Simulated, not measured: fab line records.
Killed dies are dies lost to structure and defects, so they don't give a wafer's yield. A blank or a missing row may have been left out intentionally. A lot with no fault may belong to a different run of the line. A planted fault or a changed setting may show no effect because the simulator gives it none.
fab line records | flow nand_harc
record: lots: 15 wafers: 43 last_day: 25
route steps=1159 shown A_START@389 A_SOURCE_PLATE@423 A_ONON_D1@440 A_CHANNEL_HOLE_D1@464 END@1159
lots untouched by any fault: they come from a run of this same line in which no faults occurred
start_h: the number of hours between the record's first day and the start of the first shown wafer of the lot | wait_h: time in hours since the lot's previous step | " same as the row above | L1.1+2: several wafers, shown together as one row | - no value present, or no start provided | * or withheld: withheld | < > ~ a bound
route shown NAME@n: names a module that has steps shown in the file, with the first one's number in the route | usual: average and standard deviation across the fault-free wafers | same: alike in all rows | chamber/n: place in a boat | sites: each site's reading | _std_site: the standard deviation of these | _edge_site: the outer-site mean with the inner-site mean subtracted | radius_mm: for every site, how far away it sits from the centre of the wafer | mask NAME#n: copy n | behind: the most recent tool/chamber to have shaped the wafer | hold: what put the lot on hold/how long, in hours/how the hold closed | device: names the non-switching transistor (n, p or np) | end of line: tests of these same wafers at the route's end | step lacking rows: just its recipe | killed: the dies lost at the first sort to structure and to defects; this is not the yield of the wafer | map: per-die view of a wafer (x killed, . not killed, _ where there is no die)
set.NAME: the run value of the setting; set.NAME@STEP: its run value at that earlier step | model.NAME: the simulator's own value behind a step, which no gauge read
route steps across a sampled set of lots; one table per step, one row per wafer
services: the hour from which a tool's chamber was out of use, counted from the record's first day as start_h (under 0 if before that day), plus the number of hours and why
== steps ==
step: NHARC_A_START_INSPECT_01
usual: raw_defect_count: 3.6/2.1
columns lot.wafer tool chamber start_h wait_h raw_defect_count
L622.2 defect_inspect-01 - 135.66 - 3
L622.3 " - " " 3
L622.6 " - " " 3
L621.1 defect_inspect-01 - 135.95 - 4
L621.3 " - " " 2
L621.6 " - " " 2
L623.1 defect_inspect-02 - 146.09 - 3
L623.4 " - " " 4
L623.5 " - " " 7
L624.1 defect_inspect-02 - 147.07 - 4
L624.5 " - " " 3
L624.6 " - " " 9
L625.1 defect_inspect-01 - 156.66 - 3
L625.4 " - " " 1
L625.6 " - " " 2
L630.1 defect_inspect-01 - 185.33 - 4
L630.3 " - " " 5
L630.6 " - " " 6
L631.5 defect_inspect-02 - 202.64 - 3
L631.6 " - " " 3
L634.1 defect_inspect-02 - 205.68 - 3
L634.2 " - " " 7
L634.6 " - " " 5
L633.5 defect_inspect-01 - 212.96 - 4
L633.6 " - " " 3
L635.1 defect_inspect-01 - 214.29 - 1
L635.3 " - " " 7
L635.5 " - " " 4
L636.1 defect_inspect-02 - 221.37 - 3
L636.2 " - " " 3
L636.5 " - " " 1
L638.1 defect_inspect-02 - 237.17 - 2
L638.3 " - " " 2
L638.4 " - " " 8
L640.1 defect_inspect-01 - 243.29 - 4
L640.2 " - " " 0
L640.3 " - " " 1
L642.1 defect_inspect-02 - 252.55 - 1
L642.2 " - " " 6
L642.6 " - " " 2
L643.2 defect_inspect-02 - 265.94 - 2
L643.4 " - " " 2
L643.5 " - " " 7
step: NHARC_A_SOURCE_PLATE_INSPECT_08
usual: raw_defect_count: 64/28
columns lot.wafer tool chamber start_h wait_h raw_defect_count
L621.1 defect_inspect-01 - 159.38 0.0 35
L621.3 " - " " 73
L621.6 " - " " 118
L622.2 defect_inspect-01 - 159.40 0.0 40
L622.3 " - " " 66
L622.6 " - " " 69
L624.1 defect_inspect-02 - 170.00 0.0 42
L624.5 " - " " 53
L624.6 " - " " 70
L623.1 defect_inspect-01 - 170.01 0.0 86
L623.4 " - " " 89
L623.5 " - " " 46
L625.1 defect_inspect-02 - 179.81 0.1 47
L625.4 " - " " 79
L625.6 " - " " 31
L630.1 defect_inspect-02 - 215.19 0.0 100
L630.3 " - " " 155
L630.6 " - " " 105
L634.1 defect_inspect-01 - 227.39 0.0 47
L634.2 " - " " 28
L634.6 " - " " 37
L631.5 defect_inspect-02 - 227.40 0.0 55
L631.6 " - " " 56
L635.1 defect_inspect-02 - 236.75 0.0 65
L635.3 " - " " 88
L635.5 " - " " 93
L633.5 defect_inspect-01 - 236.75 0.0 67
L633.6 " - " " 84
L636.1 defect_inspect-01 - 246.71 0.0 47
L636.2 " - " " 41
L636.5 " - " " 35
L638.1 defect_inspect-02 - 262.27 0.0 41
L638.3 " - " " 36
L638.4 " - " " 82
L640.1 defect_inspect-02 - 266.15 0.0 92
L640.2 " - " " 119
L640.3 " - " " 57
L642.1 defect_inspect-01 - 279.23 0.0 78
L642.2 " - " " 72
L642.6 " - " " 101
L643.2 defect_inspect-02 - 288.58 0.0 46
L643.4 " - " " 29
L643.5 " - " " 50
step: NHARC_A_ONON_D1_DEP_22
recipe: target_thk_a: 10000 n2_flow_sccm: 2750 n2o_flow_sccm: 2000 nh3_flow_sccm: 500 sih4_flow_sccm: 210 temp_c: 400
usual: nh3_flow_sccm: 500.1/1.1
columns lot.wafer tool chamber start_h wait_h nh3_flow_sccm
L621.1 pecvd_onon-03 0 169.99 0.1 498.2
L621.3 " 0 " " 498.8
L621.6 " 0 " " 501.0
L622.2 pecvd_onon-02 0 170.05 0.1 499.0
L622.3 " 0 " " 499.8
L622.6 " 0 " " 498.8
L624.1 pecvd_onon-01 0 182.12 0.1 499.7
L624.5 " 0 " " 499.3
L624.6 " 0 " " 499.6
L623.1 pecvd_onon-02 0 182.15 0.1 499.1
L623.4 " 0 " " 497.6
L623.5 " 0 " " 498.3
L625.1 pecvd_onon-03 0 192.38 0.1 501.9
L625.4 " 0 " " 499.8
L625.6 " 0 " " 499.0
L630.1 pecvd_onon-03 0 225.81 0.1 499.0
L630.3 " 0 " " 500.7
L630.6 " 0 " " 500.0
L631.5 pecvd_onon-03 0 238.50 0.3 500.7
L631.6 " 0 " " 500.6
L634.1 pecvd_onon-02 0 238.55 0.2 501.2
L634.2 " 0 " " 500.8
L634.6 " 0 " " 500.3
L635.1 pecvd_onon-01 0 248.65 0.1 498.5
L635.3 " 0 " " 501.8
L635.5 " 0 " " 498.9
L633.5 pecvd_onon-03 0 248.85 0.3 501.3
L633.6 " 0 " " 500.6
L636.1 pecvd_onon-02 0 259.10 0.1 500.6
L636.2 " 0 " " 499.6
L636.5 " 0 " " 500.4
L638.1 pecvd_onon-02 0 272.84 0.1 500.2
L638.3 " 0 " " 500.5
L638.4 " 0 " " 500.7
L640.1 pecvd_onon-02 0 281.93 0.1 501.9
L640.2 " 0 " " 501.4
L640.3 " 0 " " 502.4
L642.1 pecvd_onon-01 0 289.79 0.1 502.2
L642.2 " 0 " " 499.9
L642.6 " 0 " " 499.9
L643.2 pecvd_onon-01 0 299.23 0.1 500.5
L643.4 " 0 " " 499.8
L643.5 " 0 " " 499.7
step: NHARC_A_ONON_D1_THK_MEAS_24
recipe: thk_meas_gauge: ellipsometry
usual: thk_nm: 1001/8.4
columns lot.wafer tool chamber start_h wait_h thk_nm
L622.2 film_metro-01 - 170.50 - 1006
L622.3 " - " " 1007
L622.6 " - " " 1008
L621.1 film_metro-02 - 170.50 - 995
L621.3 " - " " 993
L621.6 " - " " 993
L624.1 film_metro-02 - 182.63 - 1005
L624.5 " - " " 1006
L624.6 " - " " 1005
L623.1 film_metro-01 - 182.66 - 1012
L623.4 " - " " 1014
L623.5 " - " " 1014
L625.1 film_metro-01 - 192.89 - 999
L625.4 " - " " 997
L625.6 " - " " 997
L630.1 film_metro-01 - 226.32 - 1008
L630.3 " - " " 1457
L630.6 " - " " 1006
L631.5 film_metro-01 - 238.78 - 1460
L631.6 " - " " 1007
L634.1 film_metro-01 - 239.06 - 1006
L634.2 " - " " 1006
L634.6 " - " " 1004
L633.5 film_metro-02 - 249.13 - 1456
L633.6 " - " " 1001
L635.1 film_metro-01 - 249.16 - 1011
L635.3 " - " " 1011
L635.5 " - " " 1010
L636.1 film_metro-02 - 259.61 - 1010
L636.2 " - " " 1009
L636.5 " - " " 1010
L638.1 film_metro-02 - 273.35 - 993
L638.3 " - " " 992
L638.4 " - " " 993
L640.1 film_metro-02 - 282.43 - 997
L640.2 " - " " 997
L640.3 " - " " 995
L642.1 film_metro-01 - 290.31 - 998
L642.2 " - " " 997
L642.6 " - " " 998
L643.2 film_metro-01 - 299.68 - 997
L643.4 " - " " 998
L643.5 " - " " 998
step: NHARC_A_CHANNEL_HOLE_D1_INSPECT_12
usual: raw_defect_count: 6/3.1
columns lot.wafer tool chamber start_h wait_h raw_defect_count
L621.1 defect_inspect-01 - 177.54 0.0 7
L621.3 " - " " 4
L621.6 " - " " 13
L622.2 defect_inspect-02 - 178.98 0.0 2
L622.3 " - " " 8
L622.6 " - " " 7
L624.1 defect_inspect-01 - 187.29 0.0 7
L624.5 " - " " 4
L624.6 " - " " 8
L623.1 defect_inspect-02 - 187.45 0.0 6
L623.4 " - " " 6
L623.5 " - " " 3
L625.1 defect_inspect-02 - 199.53 0.0 4
L625.4 " - " " 10
L625.6 " - " " 1
L630.1 defect_inspect-02 - 230.96 0.0 10
L630.6 " - " " 5
L631.6 defect_inspect-01 - 244.59 0.0 1
L634.1 defect_inspect-01 - 246.43 0.0 5
L634.2 " - " " 3
L634.6 " - " " 2
L633.6 defect_inspect-02 - 254.09 0.0 10
L635.1 defect_inspect-02 - 254.77 0.0 8
L635.3 " - " " 5
L635.5 " - " " 5
L636.1 defect_inspect-02 - 264.88 0.0 9
L636.2 " - " " 5
L636.5 " - " " 5
L638.1 defect_inspect-01 - 277.84 0.0 1
L638.3 " - " " 7
L638.4 " - " " 4
L640.1 defect_inspect-02 - 286.82 0.0 11
L640.2 " - " " 10
L640.3 " - " " 4
L642.1 defect_inspect-02 - 296.50 0.0 12
L642.2 " - " " 7
L642.6 " - " " 11
L643.2 defect_inspect-01 - 305.07 0.0 4
L643.4 " - " " 3
L643.5 " - " " 3
step: NHARC_END_SORT_01
recipe: temp_c: 25
usual: killed_at_array: 26/11 killed_at_other: 0.4/0.78 killed_at_periphery: 3.4/2.4 killed_dies: 29/11 killed_open: 3.1/1.9 killed_short: 1.9/1.4
same: gross_dies: 677
columns lot.wafer tool chamber start_h wait_h killed_at_array killed_at_other killed_at_periphery killed_dies killed_open killed_short
L631.5 prober-01 0 555.46 3.7 675 0 2 677 3 1
L631.6 prober-01 0 556.26 4.0 22 0 6 28 7 2
L630.1 prober-02 0 560.14 2.5 16 0 1 17 2 4
L630.3 prober-02 0 561.75 3.1 674 0 3 677 4 1
L630.6 prober-02 0 564.15 4.0 13 1 3 17 2 0
L633.5 prober-02 0 571.22 3.8 671 0 6 677 10 2
L633.6 prober-02 0 572.03 4.1 18 1 7 26 8 1
killed by level:class
L631.5 A_ONON_D1:area_dep=649 A_CHANNEL_HOLE_D1:chamber_film_flake=20 A_CONTACT:geometric_particle:open=2 A_CONTACT:chamber_film_flake=2 P_GATE:geometric_particle:open=1 A_M1:geometric_particle:short=1 P_M0:chamber_film_flake=1 A_STAIRCASE:chamber_film_flake=1
L631.6 A_CHANNEL_HOLE_D1:chamber_film_flake=11 A_STAIRCASE:chamber_film_flake=3 P_M0:chamber_film_flake=2 P_GATE:geometric_particle:open=1 P_CONTACT:geometric_particle:open=1 P_M0:geometric_particle:open=1 A_CHANNEL_HOLE_D1:geometric_particle:open=1 A_CHANNEL_FILL_D1:geometric_particle:open=1
L630.1 A_CONTACT:chamber_film_flake=5 A_CHANNEL_HOLE_D1:chamber_film_flake=2 A_WL_FILL:chamber_film_flake=2 P_M1:geometric_particle:short=1 A_ONON_D1:geometric_particle:short=1 A_CHANNEL_HOLE_D1:geometric_particle:open=1 A_CHANNEL_FILL_D1:geometric_particle:short=1 A_M0:geometric_particle:short=1
L630.3 A_ONON_D1:area_dep=660 A_CHANNEL_HOLE_D1:chamber_film_flake=4 A_STAIRCASE:chamber_film_flake=2 A_WL_FILL:chamber_film_flake=2 A_CONTACT:chamber_film_flake=2 P_CONTACT:geometric_particle:open=1 A_CHANNEL_HOLE_D1:geometric_particle:short=1 A_SGD_CUT:geometric_particle:open=1
L630.6 A_CONTACT:chamber_film_flake=4 P_ZERO_WELL:chamber_film_flake=3 A_CHANNEL_HOLE_D1:chamber_film_flake=2 A_STAIRCASE:chamber_film_flake=2 A_SOURCE_PLATE:geometric_particle:open=1 A_CONTACT:geometric_particle:open=1 A_SGD_CUT:chamber_film_flake=1 A_SLIT:chamber_film_flake=1
L633.5 A_ONON_D1:area_dep=650 A_STAIRCASE:chamber_film_flake=5 A_CONTACT:geometric_particle:open=3 A_CHANNEL_HOLE_D1:chamber_film_flake=3 A_CHANNEL_FILL_D1:geometric_particle:open=2 A_CONTACT:chamber_film_flake=2 P_CONTACT:geometric_particle:open=1 P_M1:geometric_particle:open=1
L633.6 A_STAIRCASE:chamber_film_flake=7 A_CONTACT:geometric_particle:open=4 P_GATE:chamber_film_flake=2 P_M1:chamber_film_flake=2 A_CHANNEL_HOLE_D1:chamber_film_flake=2 A_CONTACT:chamber_film_flake=2 P_STI:geometric_particle:open=1 P_CONTACT:geometric_particle:open=1
== services ==
columns tool chamber start_h hours kind
pecvd_onon-03 - 153.11 13.0 pm
pecvd_onon-01 - 195.33 13.0 pm
pecvd_onon-02 - 292.00 13.0 pm
== key ==
first_sign: step: NHARC_A_ONON_D1_THK_MEAS_24 reading: thk_nm direction: up sigmas: 54 usual: 1001 struck: 1458
effect: step: NHARC_END_SORT_01 reading: killed_at_array direction: up sigmas: 61 usual: 26 struck: 673
more_kills_born_at: NHARC_A_ONON_D1_DEP_22@pecvd_onon-03: 1959
met_at NHARC_A_ONON_D1_DEP_22
struck_lots L630,L631,L633
struck_wafers L630.3,L631.5,L633.5
later_rows_left_out L630.3,L631.5,L633.5
tester_left_out L630,L631,L633
not_acting_at NHARC_A_START_INSPECT_01,NHARC_A_SOURCE_PLATE_INSPECT_08,NHARC_A_CHANNEL_HOLE_D1_INSPECT_12
onset_between 192.38 225.81
fault: kind: process_parameter_drift tool: pecvd_onon-03 chamber: - onset_h: 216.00 steps: NHARC_A_ONON_D1_DEP_22 channel: target_thk_a offset: * shape: step end_h: 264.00 scope: struck_wafers_only acts_in: * stated: *
tester_left_out: of these lots the tester's yield and bins aren't shown, on N5 and GAA mostly nor the transistor test; their killed dies are dies lost to structure and defects alone, not to doping, threshold or leakage, so they don't give the yield
later_rows_left_out: the simulator's readings of these wafers behind a module that went badly wrong aren't trusted and aren't shown, but for the sort
